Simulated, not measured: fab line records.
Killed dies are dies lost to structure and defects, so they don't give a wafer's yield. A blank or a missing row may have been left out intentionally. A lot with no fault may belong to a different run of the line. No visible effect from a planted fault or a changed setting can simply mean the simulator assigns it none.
Matching of chambers    flow n5Finfet    N5_HKMG_FIN_CVD_62 on thermalCvdSi-01: 3 sister chambers
The step deposits a-Si from Si2H6, target thk 3 nm, time 20.8 s. 6 wafers are shown with their chamber, then 11 later ones without.

## WAFERS WITH THEIR CHAMBER
wafer   chamber  heaterPowerW (W)  chamberPressureTorr (Torr)
L084.6  2        1346              0.9999
L085.3  2        1349              0.9976
L085.5  0        1278              0.9983
L088.1  0        1244              1.0005
L088.4  1        1458              1.0009
L091.1  1        1463              1.0011

## WAFERS WITHOUT THEIR CHAMBER
wafer   heaterPowerW (W)  chamberPressureTorr (Torr)
L091.5  1264              1.0035
L091.6  1388              0.9974
L092.1  1480              1.0007
L092.2  1294              0.9961
L092.3  1426              0.9953
L094.2  1443              1.0008
L094.4  1477              0.9980
L094.6  1259              0.9978
L096.2  1443              0.9997
L096.4  1373              1.0021
L096.6  1297              0.9981

## THE CHAMBER EACH PASSED THROUGH
wafer   from the rows above      in truth
L091.5  0                        0
L091.6  2                        2
L092.1  1                        1
L092.2  can't be placed: 0 or 2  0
L092.3  can't be placed: 1 or 2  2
L094.2  1                        1
L094.4  1                        1
L094.6  0                        0
L096.2  1                        1
L096.4  2                        2
L096.6  can't be placed: 0 or 2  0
Placed correctly: 8 of 11. Can't be placed from these rows: 3 (the true chamber is among the candidates in 3). Placed wrongly: 0.
How it was worked out, from the rows above alone: a wafer's distance from a chamber is the root of the sum, over the readings, of the square of ((its reading less the chamber's mean) divided by the reading's scatter). If the next closest chamber is less than 2 further off than the closest, the wafer can't be placed; otherwise it belongs to the closest. A chamber's mean is the mean of its shown wafers. The scatter is the square root of a quotient: the sum, over the shown wafers, of each reading's squared deviation from its chamber's mean, divided by wafers minus chambers.
